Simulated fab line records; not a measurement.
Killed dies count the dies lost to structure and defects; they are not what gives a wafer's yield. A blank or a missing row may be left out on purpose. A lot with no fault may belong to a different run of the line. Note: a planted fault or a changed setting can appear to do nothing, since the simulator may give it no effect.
Problem report, 8D (eight disciplines) form, completed by code -- flow n5-finfet -- the parts of the form that need people (team, actions taken, sign-off) are left out

== 1. PROBLEM STATEMENT ==
A mean of 146 is read at N5_PASSIVATION_PROBE_49 for killed_at_M0_to_M3, taken on 1 wafer of 1 lot, against 33 (standard deviation 10) on wafers free of any fault. Relative to the usual mean, that is a shift of +11 standard deviations.
First seen on wafer L989.5, day 18 00:16, on prober-01. At this step, 33 wafers from 11 lots have a number in the record. Rule for "out", or "out of limits": more than 4 standard deviations from the usual mean. The rest of the wafers with a number are treated as sound.

== 2. WHAT THIS IS AND IS NOT ==
question,is,is not
which readings at this step,"killed_at_M0_to_M3, defect-limited-yield, killed-dies, sort_bin_5_function, sort-n-pass, sort-yield-pct","killed_at_M4_up, killed-at-contacts, killed-at-front-end, killed-at-other, killed-open, killed-short, sort_bin_8_speed"
which lots,L989,"L100, L101, L103, L106, L987, L990, L992, L997, L998, L999"
which wafers of those lots,L989.5,"L989.2, L989.3"
read on which tools,prober-01,prober-02
when,from day 18 00:16,up to then (32 sound wafers)

== 3. WHAT RULES OUT EACH SUSPECT ==
Counting: if a tool at a process step up to the reading ran every lot that is out, it stays a suspect. Sound lots after the first of them don't rule it out here, since some wafers of a struck lot are sound.
- pvd-sputter-02 at N5_BEOL_M1_SPUTTER_79 (material Cu, target thk 4.5 nm, time 8.29 s): kept. It processed L989, the lot that is out, at day 11 09:37, and its most recent sound lot before then was L992 at day 7 13:50.
- rie-diel-06 at N5_PASSIVATION_PASS_ETCH_47 (etches SiNx in CF4/O2, target depth 770 nm, time 385 s): kept. It processed L989, the lot that is out, at day 17 21:02, and its most recent sound lot before then was L106 at day 16 17:09.
- prober-01 at N5_PASSIVATION_PROBE_49: kept. It processed L989, the lot that is out, at day 18 00:07, and its most recent sound lot before then was L103 at day 16 07:57. Out on those wafers are its own readings of defect-limited-yield, killed_at_M0_to_M3, killed-dies, sort_bin_5_function, sort-n-pass, sort-yield-pct.
Still standing after the count: pvd-sputter-02 at N5_BEOL_M1_SPUTTER_79, rie-diel-06 at N5_PASSIVATION_PASS_ETCH_47, prober-01 at N5_PASSIVATION_PROBE_49.

== 4. THE CAUSE (what the simulator had put in) ==
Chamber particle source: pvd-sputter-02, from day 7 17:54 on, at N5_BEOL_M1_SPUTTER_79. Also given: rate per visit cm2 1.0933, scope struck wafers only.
Counting leaves 3 suspects; this tool is one of them.

== 5. THE EFFECT CHAIN, in route order ==
One row per reading whose mean, taken over the struck wafers that have a number, lies over 3 standard deviations from the usual. Scope: only readings with a usual standard deviation given in the record; hours: median across lots of the time from each lot's start at the first step in this table that gives one to its start at this step; sigmas: change in usual standard deviations.
hours,step,reading,usual,on struck wafers,change,sigmas
0,N5_PASSIVATION_PROBE_49,defect-limited-yield,91.0 %,80.7,-10.3,-7.9
0,N5_PASSIVATION_PROBE_49,killed_at_M0_to_M3,33,146,+113,+11
0,N5_PASSIVATION_PROBE_49,killed-dies,106,228,+122,+8.1
0,N5_PASSIVATION_PROBE_49,sort_bin_5_function,5.3 %,12.5,+7.2,+8.2
0,N5_PASSIVATION_PROBE_49,sort-n-pass,1074,952,-122,-8.1
0,N5_PASSIVATION_PROBE_49,sort-yield-pct,91.0 %,80.7,-10.3,-7.9
The process steps in it:
- N5_PASSIVATION_PROBE_49

== 6. HOW IT WOULD HAVE BEEN CAUGHT EARLIER ==
In this record the first reading out of limits was taken at day 18 00:16, 246 hours after the fault began at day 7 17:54.
Tool readings at N5_BEOL_M1_SPUTTER_79 with a usual standard deviation given in the record: none out on any struck wafer, hence no alarm at a limit of 4 standard deviations on them.
By day 18 00:16, every lot that is out (1) had started N5_BEOL_M1_SPUTTER_79 on pvd-sputter-02. Had the tool been put on hold then, not one of them would have been saved.
